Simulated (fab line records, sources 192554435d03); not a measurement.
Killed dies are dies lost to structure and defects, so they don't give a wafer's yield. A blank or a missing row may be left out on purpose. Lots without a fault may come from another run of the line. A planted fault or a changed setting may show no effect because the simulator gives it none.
Problem report in the 8D (eight disciplines) form, filled by code | flow n5_finfet | the parts of the form that need people (team, actions taken, sign-off) are left out

1. THE PROBLEM
spin_speed_rpm at N5_HKMG_FIN_COAT_30 reads a mean of 1400.3 rpm on 6 wafers of 2 lots; wafers without a fault read 1499.9 rpm with a standard deviation of 1. That is -99 or more standard deviations from the usual mean.
The step: time 60 s, resist thk 35 nm.
First seen on wafer L713.2, day 7 05:14, on litho_track-03. The record holds 18 wafers of 6 lots with a number at this step. Rule for "out", or "out of limits": more than 4 standard deviations from the usual mean. The other wafers with a number count as sound.

2. WHAT IT IS AND WHAT IT IS NOT
question                    | is                     | is not
which readings at this step | spin_speed_rpm         | exhaust_pa, heater_power_total_W
which lots                  | L713, L716             | L705, L711, L720, L722
which wafers of those lots  | all that have a number | -
read on which tools         | litho_track-03         | litho_track-01, litho_track-02
when                        | from day 7 05:14       | up to then (6 sound wafers); but 6 sound wafers of L720, L722 came after

3. SUSPECTS, AND WHAT RULES EACH OUT
Counting: a tool at a process step up to the reading stays a suspect if it ran every lot that is out and no sound lot after the first of them.
- thermal_cvd_si-01 at N5_HKMG_FIN_CVD_62 (deposits a-Si from Si2H6, target thk 3 nm, time 20.8 s): ruled out as a lasting fault. Sound lots L720, L722 ran on it after its first lot that is out, L713 (day 7 04:02).
- ald_metal-04 at N5_HKMG_FIN_ALD_36 (deposits TiN, target thk 1 nm, pulse time 1 s, purge time 3 s): ruled out as a lasting fault. Sound lots L720 ran on it after its first lot that is out, L713 (day 7 04:26).
- litho_track-03 at N5_HKMG_FIN_COAT_30 (time 60 s, resist thk 35 nm): kept. It ran every lot that is out, first L713 (day 7 05:14), and no sound lot after that; its last sound lot up to then is L711 (day 6 13:20). Its own readings are out on those wafers: spin_speed_rpm.
Left after counting: litho_track-03 at N5_HKMG_FIN_COAT_30.

4. THE CAUSE (what the simulator had put in)
Process parameter drift: litho_track-03, from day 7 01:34 on, at N5_HKMG_FIN_COAT_30. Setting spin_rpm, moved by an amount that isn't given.
Counting left only this tool.

5. THE CHAIN OF EFFECTS, in route order
Each row: a reading whose mean over the struck wafers that have a number lies more than 3 standard deviations from the usual. Only readings for which the record gives a usual standard deviation are gone through. hours: the time from each lot's start at the first step in this table that gives one to its start at this step, as a median over the lots. sigmas: the change in usual standard deviations.
hours | step                | reading        | usual      | on struck wafers | change | sigmas
0     | N5_HKMG_FIN_COAT_30 | spin_speed_rpm | 1499.9 rpm | 1400.3           | -99.6  | -99 or more
The process steps in it:
- N5_HKMG_FIN_COAT_30: time 60 s, resist thk 35 nm.
Later measuring or inspecting steps at which every struck wafer that the step has a row for has a number for every such reading, and none has moved that far: N5_HKMG_FIN_CD_MEAS_12, N5_HKMG_FIN_OVL_MEAS_13, N5_HKMG_FIN_INSPECT_14.

6. WHAT WOULD HAVE CAUGHT IT SOONER
In this record the first reading out of limits was taken at day 7 05:14, 4 hours after the fault began at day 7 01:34.
